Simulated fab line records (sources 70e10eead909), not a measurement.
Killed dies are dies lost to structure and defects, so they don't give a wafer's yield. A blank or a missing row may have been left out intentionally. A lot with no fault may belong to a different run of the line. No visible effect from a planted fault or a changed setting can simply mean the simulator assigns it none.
Which tool is to blame?	flow nand-harc	route of 1302 steps, sampled at 1 step: 12 lots, 36 wafers

WHAT EACH GAUGE READ, for each wafer
NHARC_P_ZERO_WELL_CD_MEAS_11 targets a cd of 500 nm.
lot	measured	on	cd-nm (nm)
L075	day 2 07:07	cd-sem-03	499.2 503.0 496.7
L077	day 3 03:08	cd-sem-01	499.8 501.4 496.1
L079	day 3 23:11	cd-sem-03	498.2 496.9 497.1
L081	day 4 19:17	cd-sem-03	498.3 500.0 496.8
L083	day 5 15:19	cd-sem-01	499.8 496.5 500.8
L085	day 6 11:14	cd-sem-03	501.6 501.1 501.5
L087	day 7 07:07	cd-sem-01	492.8 495.9 495.5
L089	day 8 03:07	cd-sem-01	499.3 502.1 496.4
L091	day 8 23:17	cd-sem-01	499.8 498.7 499.8
L093	day 9 19:14	cd-sem-03	498.1 499.5 498.4
L095	day 10 15:14	cd-sem-02	496.0 499.5 496.3
L097	day 11 11:14	cd-sem-01	501.3 496.4 497.6

WHAT TOOL EACH LOT RAN ON (gives the tool, then ch and the chambers of the sampled wafers, and finally the start)
There is no process step in the record ahead of these readings.

THE ANSWER, worked out from the rows above alone
Rule: what is usual is taken from the lots themselves. Put in order of their means at a reading, lots are off if they are a third of the lots or fewer, leave a main group of 4 or more, and stand apart from it by a gap of 3 or more times the standard deviation of the main group's means; of several such gaps the widest counts. The tables above print the reading to a certain number of digits; a main group whose means all agree to those digits is not used. A lot without any number at a reading at which 4 lots or more have one is off too. Where the step has rows for the other lots, those lots are counted as sound.
No lot is off on any of the readings shown, so nothing can be concluded from this.

WHAT THE SIMULATOR HAD INSERTED
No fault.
